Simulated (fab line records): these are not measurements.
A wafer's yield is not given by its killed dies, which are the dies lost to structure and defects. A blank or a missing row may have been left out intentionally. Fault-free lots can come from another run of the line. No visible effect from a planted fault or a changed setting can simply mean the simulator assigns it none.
Split-lot trial :: flow n5_finfet :: 21 wafers read across 7 lots, on a route 1938 steps long

== THE SPLIT ITSELF ==
At N5_BEOL_M12_DEP_53 (deposits SiCN from 3MS/NH3, target thk 30 nm, time 10.5 s), the setting time_s was moved away from the recipe's 10.5 s on 7 of the 21 wafers read, by -7.6% to +6.4%. The other wafers ran this setting at the recipe's value.

Reading taken at the split's own step.

== THE READING ==
SiCN_of_BEOL_M12_DEP_53.thk_nm (the simulator's own value, which no gauge read), in nm, at N5_BEOL_M12_DEP_53 (deposits SiCN from 3MS/NH3, target thk 30 nm, time 10.5 s). The file gives no usual value for it. Here, 14 wafers ran the recipe; their average is 30.0 nm with a standard deviation of 0.37 nm.

wafer: L078.2
tool, chamber at the split: pecvd-04, 0
time_s as run, s: 10.5
against the recipe: recipe
SiCN_of_BEOL_M12_DEP_53.thk_nm, nm: 30
against lot-mates on the recipe: -

wafer: L078.3
tool, chamber at the split: pecvd-04, 1
time_s as run, s: 9.777
against the recipe: -6.9%
SiCN_of_BEOL_M12_DEP_53.thk_nm, nm: 27.8
against lot-mates on the recipe: -2.2

wafer: L078.4
tool, chamber at the split: pecvd-04, 0
time_s as run, s: 9.777
against the recipe: -6.9%
SiCN_of_BEOL_M12_DEP_53.thk_nm, nm: 28.6
against lot-mates on the recipe: -1.4

wafer: L076.2
tool, chamber at the split: pecvd-01, 0
time_s as run, s: 10.5
against the recipe: recipe
SiCN_of_BEOL_M12_DEP_53.thk_nm, nm: 29.6
against lot-mates on the recipe: -

wafer: L076.4
tool, chamber at the split: pecvd-01, 0
time_s as run, s: 10.5
against the recipe: recipe
SiCN_of_BEOL_M12_DEP_53.thk_nm, nm: 29.8
against lot-mates on the recipe: -

wafer: L076.5
tool, chamber at the split: pecvd-01, 2
time_s as run, s: 10.5
against the recipe: recipe
SiCN_of_BEOL_M12_DEP_53.thk_nm, nm: 30.2
against lot-mates on the recipe: -

wafer: L079.4
tool, chamber at the split: pecvd-03, 2
time_s as run, s: 11.08
against the recipe: +5.5%
SiCN_of_BEOL_M12_DEP_53.thk_nm, nm: 32
against lot-mates on the recipe: +1.5

wafer: L079.5
tool, chamber at the split: pecvd-03, 0
time_s as run, s: 10.5
against the recipe: recipe
SiCN_of_BEOL_M12_DEP_53.thk_nm, nm: 30.6
against lot-mates on the recipe: -

wafer: L079.6
tool, chamber at the split: pecvd-03, 1
time_s as run, s: 10.5
against the recipe: recipe
SiCN_of_BEOL_M12_DEP_53.thk_nm, nm: 30.4
against lot-mates on the recipe: -

wafer: L081.1
tool, chamber at the split: pecvd-04, 2
time_s as run, s: 10.5
against the recipe: recipe
SiCN_of_BEOL_M12_DEP_53.thk_nm, nm: 29.6
against lot-mates on the recipe: -

wafer: L081.2
tool, chamber at the split: pecvd-04, 0
time_s as run, s: 10.5
against the recipe: recipe
SiCN_of_BEOL_M12_DEP_53.thk_nm, nm: 29.8
against lot-mates on the recipe: -

wafer: L081.6
tool, chamber at the split: pecvd-04, 2
time_s as run, s: 10.5
against the recipe: recipe
SiCN_of_BEOL_M12_DEP_53.thk_nm, nm: 30.6
against lot-mates on the recipe: -

wafer: L083.3
tool, chamber at the split: pecvd-04, 0
time_s as run, s: 11.17
against the recipe: +6.4%
SiCN_of_BEOL_M12_DEP_53.thk_nm, nm: 31.8
against lot-mates on the recipe: +2.0

wafer: L083.4
tool, chamber at the split: pecvd-04, 2
time_s as run, s: 11.17
against the recipe: +6.4%
SiCN_of_BEOL_M12_DEP_53.thk_nm, nm: 32.4
against lot-mates on the recipe: +2.6

wafer: L083.5
tool, chamber at the split: pecvd-04, 1
time_s as run, s: 10.5
against the recipe: recipe
SiCN_of_BEOL_M12_DEP_53.thk_nm, nm: 29.8
against lot-mates on the recipe: -

wafer: L084.2
tool, chamber at the split: pecvd-01, 2,0
time_s as run, s: 10.5
against the recipe: recipe
SiCN_of_BEOL_M12_DEP_53.thk_nm, nm: 29.6
against lot-mates on the recipe: -

wafer: L084.3
tool, chamber at the split: pecvd-01, 2,0
time_s as run, s: 10.5
against the recipe: recipe
SiCN_of_BEOL_M12_DEP_53.thk_nm, nm: 29.6
against lot-mates on the recipe: -

wafer: L084.6
tool, chamber at the split: pecvd-01, 1
time_s as run, s: 10.5
against the recipe: recipe
SiCN_of_BEOL_M12_DEP_53.thk_nm, nm: 30.2
against lot-mates on the recipe: -

wafer: L096.2
tool, chamber at the split: pecvd-03, 1,0
time_s as run, s: 9.697
against the recipe: -7.6%
SiCN_of_BEOL_M12_DEP_53.thk_nm, nm: 27.6
against lot-mates on the recipe: -2.8

wafer: L096.4
tool, chamber at the split: pecvd-03, 1,0
time_s as run, s: 9.697
against the recipe: -7.6%
SiCN_of_BEOL_M12_DEP_53.thk_nm, nm: 27.6
against lot-mates on the recipe: -2.8

wafer: L096.5
tool, chamber at the split: pecvd-03, 2
time_s as run, s: 10.5
against the recipe: recipe
SiCN_of_BEOL_M12_DEP_53.thk_nm, nm: 30.4
against lot-mates on the recipe: -
Rows listing several chambers each stand for several wafers; the file does not say which wafer went through which chamber.

THE FIT
A straight line over all 21 wafers: SiCN_of_BEOL_M12_DEP_53.thk_nm changes by +0.309 nm for each +1% of time_s; r = +0.96; the points scatter about the line by 0.37 nm.
The same after taking each lot's own level away (the mean of its wafers on the recipe; 21 wafers): +0.326 nm for each +1%; r = +0.97; scatter 0.35 nm.
That fit puts the effect of the largest move of time_s on the reading at 2.5 nm.
From 29.80 to 30.50 nm: that is the span of the lots' own levels, equal to 1.9 times the standard deviation above.
The two slopes agree, so the slope changes little with the lot-to-lot level.
Check: for one of the wafers moved furthest among these (-7.6%), held out of the fit, the line's prediction against its lot-mates is -2.39 nm. It came out at -2.8 nm against them.

== OTHER SPLITS ON THESE WAFERS ==
Before the reading, these wafers also passed through other splits. Each is held against what the fit with the lots' levels taken away leaves over:
other split on the same wafers: N5_BEOL_M8_ETCH_66 source_w
wafers away from the commonest value: 2
r with SiCN_of_BEOL_M12_DEP_53.thk_nm (lot level and that fit taken away): -0.25

other split on the same wafers: N5_BEOL_M9_DESCUM_16 time_s
wafers away from the commonest value: 5
r with SiCN_of_BEOL_M12_DEP_53.thk_nm (lot level and that fit taken away): +0.03

other split on the same wafers: N5_BEOL_M10_ETCH_41 source_w
wafers away from the commonest value: 7
r with SiCN_of_BEOL_M12_DEP_53.thk_nm (lot level and that fit taken away): +0.33

other split on the same wafers: N5_BEOL_M11_EXPOSE_25 dose_mj
wafers away from the commonest value: 10
r with SiCN_of_BEOL_M12_DEP_53.thk_nm (lot level and that fit taken away): +0.24

other split on the same wafers: N5_BEOL_M11_ETCH_66 time_s
wafers away from the commonest value: 7
r with SiCN_of_BEOL_M12_DEP_53.thk_nm (lot level and that fit taken away): -0.07

other split on the same wafers: N5_BEOL_M12_PEB_08 peb_time_s
wafers away from the commonest value: 8
r with SiCN_of_BEOL_M12_DEP_53.thk_nm (lot level and that fit taken away): +0.05

== FILE'S OWN FIT ==
SiCN_of_BEOL_M12_DEP_53.thk_nm changes by +0.32 nm for each +1% of time_s, r = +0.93.
